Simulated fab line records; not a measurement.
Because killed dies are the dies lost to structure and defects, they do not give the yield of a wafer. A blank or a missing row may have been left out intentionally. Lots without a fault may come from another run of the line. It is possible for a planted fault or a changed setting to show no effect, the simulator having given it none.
Chamber matching || flow nand-harc || NHARC_A_STAIRCASE_DESCUM_186 on rie-diel-04: 4 sister chambers
The step chemistry O2, time 3 s. 4 wafers are shown with their chamber, then 11 later ones without.

== EACH WAFER AND ITS CHAMBER ==
{"wafer": "L088.4", "chamber": 3, "drypump-motor-current-A (A)": 5.3}
{"wafer": "L090.4", "chamber": 1, "drypump-motor-current-A (A)": 5.5}
{"wafer": "L090.5", "chamber": 2, "drypump-motor-current-A (A)": 5.2}
{"wafer": "L090.1", "chamber": 0, "drypump-motor-current-A (A)": 6.0}

== WAFERS WHOSE CHAMBER IS MISSING ==
{"wafer": "L090.3", "drypump-motor-current-A (A)": 5.4}
{"wafer": "L090.6", "drypump-motor-current-A (A)": 5.4}
{"wafer": "L093.1", "drypump-motor-current-A (A)": 5.5}
{"wafer": "L093.3", "drypump-motor-current-A (A)": 5.4}
{"wafer": "L093.6", "drypump-motor-current-A (A)": 5.2}
{"wafer": "L095.2", "drypump-motor-current-A (A)": 5.4}
{"wafer": "L095.3", "drypump-motor-current-A (A)": 5.2}
{"wafer": "L095.4", "drypump-motor-current-A (A)": 5.5}
{"wafer": "L097.3", "drypump-motor-current-A (A)": 5.5}
{"wafer": "L097.4", "drypump-motor-current-A (A)": 5.2}
{"wafer": "L097.5", "drypump-motor-current-A (A)": 5.2}

== WHICH CHAMBER EACH WENT THROUGH ==
{"wafer": "L090.3", "from the rows above": "can't be placed: 1 or 3 or 2", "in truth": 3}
{"wafer": "L090.6", "from the rows above": "can't be placed: 1 or 3 or 2", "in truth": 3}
{"wafer": "L093.1", "from the rows above": 1, "in truth": 1}
{"wafer": "L093.3", "from the rows above": "can't be placed: 1 or 3 or 2", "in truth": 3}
{"wafer": "L093.6", "from the rows above": "can't be placed: 2 or 3", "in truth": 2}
{"wafer": "L095.2", "from the rows above": "can't be placed: 1 or 3 or 2", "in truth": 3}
{"wafer": "L095.3", "from the rows above": "can't be placed: 2 or 3", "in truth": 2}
{"wafer": "L095.4", "from the rows above": 1, "in truth": 1}
{"wafer": "L097.3", "from the rows above": 1, "in truth": 1}
{"wafer": "L097.4", "from the rows above": "can't be placed: 2 or 3", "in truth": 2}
{"wafer": "L097.5", "from the rows above": "can't be placed: 2 or 3", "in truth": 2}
Correctly placed: 3 of 11. Can't be placed from these rows: 8 (the true chamber is among the candidates in 8). Wrongly placed: 0.
How it was worked out, from the rows above alone: a wafer's distance from a chamber is the root of the sum, over the readings, of the square of ((its reading less the chamber's mean) divided by the reading's scatter). The wafer belongs to the nearest chamber; if the next one is less than 2 further off, it can't be placed. For every chamber, the mean is computed from those of its wafers that are shown. The scatter (one wafer shown for each chamber): square how far every hidden wafer sits from the nearest shown wafer, average those squares and take the square root.
